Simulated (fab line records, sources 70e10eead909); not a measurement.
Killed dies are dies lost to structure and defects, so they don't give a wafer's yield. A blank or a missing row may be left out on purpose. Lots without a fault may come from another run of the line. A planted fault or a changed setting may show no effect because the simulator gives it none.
Which tool did it? | flow nand_harc | 6 lots, 18 wafers sampled, at 2 steps of a route of 1302

WHAT THE GAUGES READ, wafer by wafer
NHARC_P_GATE_CD_MEAS_26: target cd 120 nm.
lot  | measured     | on        | cd_nm (nm)
L156 | day 5 09:06  | cd_sem-03 | 120.2 119.5 119.3
L160 | day 7 03:53  | cd_sem-03 | 117.8 119.9 120.0
L162 | day 7 18:00  | cd_sem-01 | 120.5 120.4 119.7
L166 | day 9 16:19  | cd_sem-03 | 120.1 118.2 120.1
L168 | day 11 03:53 | cd_sem-01 | 119.5 119.1 119.5
L178 | day 14 17:40 | cd_sem-01 | 120.2 119.0 120.3

WHICH TOOL RAN EACH LOT (tool, then ch and the chambers of the sampled wafers, then the start)
lot  | NHARC_P_GATE_EXPOSE_23
L156 | arfi_scanner-01 ch 0, day 5 08:58
L160 | arfi_scanner-03 ch 0, day 7 03:44
L162 | arfi_scanner-03 ch 0, day 7 17:52
L166 | arfi_scanner-01 ch 0, day 9 16:10
L168 | arfi_scanner-01 ch 0, day 11 03:45
L178 | arfi_scanner-01 ch 0, day 14 17:32
- NHARC_P_GATE_EXPOSE_23: exposes mask P GATE, target cd 120 nm.

THE ANSWER, worked out from the rows above alone
Rule: what is usual is taken from the lots themselves. Put in order of their means at a reading, lots are off if they are a third of the lots or fewer, leave a main group of 4 or more, and stand apart from it by a gap of 3 or more times the standard deviation of the main group's means; of several such gaps the widest counts. A main group whose means are all the same, to the digits that the tables above print for the reading, isn't used. A lot without any number at a reading at which 4 lots or more have one is off too. The other lots that the step has rows for count as sound.
No lot is off at any reading shown: from this, nothing can be told.

WHAT THE SIMULATOR HAD PUT IN
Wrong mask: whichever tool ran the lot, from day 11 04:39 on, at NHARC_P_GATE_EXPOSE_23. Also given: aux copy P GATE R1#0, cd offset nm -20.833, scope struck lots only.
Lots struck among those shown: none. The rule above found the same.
